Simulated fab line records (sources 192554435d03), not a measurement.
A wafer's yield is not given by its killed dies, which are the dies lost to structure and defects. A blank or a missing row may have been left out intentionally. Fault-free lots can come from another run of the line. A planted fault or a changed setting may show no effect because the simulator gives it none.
One fault seen from 2 desks -- flow n5_finfet -- numbers are kept per desk, each desk with only its own; the story behind them comes last

## TOOL OWNER'S DESK, vapor_etch-02
The tool's own readings at N5_BEOL_M0_SAQP_RECESS_109 (chemistry HF/NH3, target SiO2, target depth 3 nm, afs cycles 1, sublimation time 60 s): means of the sampled wafers that have a number, for each lot that ran on this tool. Marked OUT: a lot whose mean sits more than 4 standard deviations from the usual mean, which makes it out of limits; the brackets give that distance.
Columns: A = drypump_motor_current_A at N5_BEOL_M0_SAQP_RECESS_109, usual 6.2 A
lot,first seen here,A
L313,day 6 20:46,6.3
L314,day 6 21:38,6.3
L325,day 9 12:00,6.3
L330,day 10 13:19,6.3
Result from this desk: across the 4 lots, nothing is out of limits.

## FROM THE METROLOGY DESK
Lot by lot, what the gauges showed, no matter which tool ran the lot: averages of those sampled wafers that carry a number. Marked OUT: a lot whose mean sits more than 4 standard deviations from the usual mean, which makes it out of limits; the brackets give that distance. 7 of its 11 readings are shown, namely those furthest out on some lot.
Columns: A = DIBL_N at N5_BEOL_M4_RC_MEAS_101, usual 36.6 mV/V; B = IOFF_N at N5_BEOL_M4_RC_MEAS_101, usual 0.17 nA/um; C = IOFF_P at N5_BEOL_M4_RC_MEAS_101, usual 0.22 nA/um; D = ION_P at N5_BEOL_M4_RC_MEAS_101, usual 461 uA/um; E = SS_N at N5_BEOL_M4_RC_MEAS_101, usual 71.7 mV/dec; F = VT_N at N5_BEOL_M4_RC_MEAS_101, usual 249 mV; G = VT_P at N5_BEOL_M4_RC_MEAS_101, usual -250 mV
lot,first seen here,A,B,C,D,E,F,G
L313,day 6 17:19,38.8,0.20,0.23,460,72.8,248,-251
L314,day 6 17:39,35.5,0.17,0.25,471,71.6,249,-245
L318,day 7 07:41,33.4,0.11,0.17,459,71.2,255,-253
L321,day 8 10:52,34.8,0.13,0.20,463,70.8,252,-248
L322,day 8 16:31,35.9,0.15,0.18,457,72.0,250,-252
L325,day 9 08:55,36.9,0.18,0.22,462,71.4,247,-249
L327,day 9 16:26,37.3,0.17,0.22,459,71.8,248,-249
L329,day 9 19:49,36.9,0.17,0.22,457,71.5,249,-249
L328,day 9 23:14,37.0,0.19,0.21,460,71.9,246,-251
L330,day 10 10:16,37.0,0.18,0.24,466,71.7,246,-247
Result from this desk: across the 10 lots, nothing is out of limits.

## ALL TOGETHER
The tool owner's desk saw nothing out of limits.
The metrology desk saw nothing out of limits.

## WHAT THE SIMULATOR HAD PUT IN
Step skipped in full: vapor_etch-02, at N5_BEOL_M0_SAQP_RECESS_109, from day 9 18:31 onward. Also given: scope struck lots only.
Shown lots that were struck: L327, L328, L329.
